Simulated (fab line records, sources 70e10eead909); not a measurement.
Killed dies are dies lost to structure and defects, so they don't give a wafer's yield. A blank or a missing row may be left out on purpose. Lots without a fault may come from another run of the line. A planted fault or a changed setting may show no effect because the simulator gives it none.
Problem report in the 8D (eight disciplines) form, filled by code | flow nand_harc | the parts of the form that need people (team, actions taken, sign-off) are left out

1. THE PROBLEM
killed_at_other at NHARC_END_SORT_01 reads a mean of 56.2 on 6 wafers of 2 lots; wafers without a fault read 0.8 with a standard deviation of 1. That is +55 standard deviations from the usual mean.
First seen on wafer L562.1, day 32 05:35, on prober-02. The record holds 9 wafers of 3 lots with a number at this step. Rule for "out", or "out of limits": more than 4 standard deviations from the usual mean. The other wafers with a number count as sound.

2. WHAT IT IS AND WHAT IT IS NOT
question                    | is                     | is not
which readings at this step | killed_at_other        | killed_at_array, killed_at_periphery, killed_open
which lots                  | L562, L564             | L554
which wafers of those lots  | all that have a number | -
read on which gauges        | prober-02              | -
when                        | from day 32 05:35      | up to then (3 sound wafers)

3. SUSPECTS, AND WHAT RULES EACH OUT
Counting: a tool at a process step up to the reading stays a suspect if it ran every lot that is out and no sound lot after the first of them.
- the gauge at NHARC_END_SORT_01: kept. All the wafers that are out were read on prober-02, and no step on other tools shows them out.
- wet_bench-08 at NHARC_THIN_TSV_PRECLEAN_41 (cleans in SC1): kept. It ran every lot that is out, first L562 (day 31 12:26), and no sound lot after that; its last sound lot up to then is L554 (day 28 17:14).
Left after counting: wet_bench-08 at NHARC_THIN_TSV_PRECLEAN_41, prober-02 at NHARC_END_SORT_01.

4. THE CAUSE (what the simulator had put in)
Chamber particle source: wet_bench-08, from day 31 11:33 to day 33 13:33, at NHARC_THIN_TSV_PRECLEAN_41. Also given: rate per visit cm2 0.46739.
Counting left 2 suspects, and this tool is among them.

5. THE CHAIN OF EFFECTS, in route order
Each row: a reading whose mean over the struck wafers that have a number lies more than 3 standard deviations from the usual. Only readings for which the record gives a usual standard deviation are gone through. hours: the time from each lot's start at the first step in this table that gives one to its start at this step, as a median over the lots. sigmas: the change in usual standard deviations.
hours | step              | reading         | usual | on struck wafers | change | sigmas
0     | NHARC_END_SORT_01 | killed_at_other | 0.8   | 56.2             | +55.4  | +55

6. WHAT WOULD HAVE CAUGHT IT SOONER
In this record the first reading out of limits at a measuring or inspecting step was taken at day 32 05:35, 18 hours after the fault began at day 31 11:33.
Of the tool readings at NHARC_THIN_TSV_PRECLEAN_41 for which the record gives a usual standard deviation, none was out on any struck wafer, so an alarm limit of 4 standard deviations on them would not have fired.
Of the lots that are out (2), L564 began NHARC_THIN_TSV_PRECLEAN_41 on wet_bench-08 after day 32 05:35. A hold on the tool at that time would have spared it.
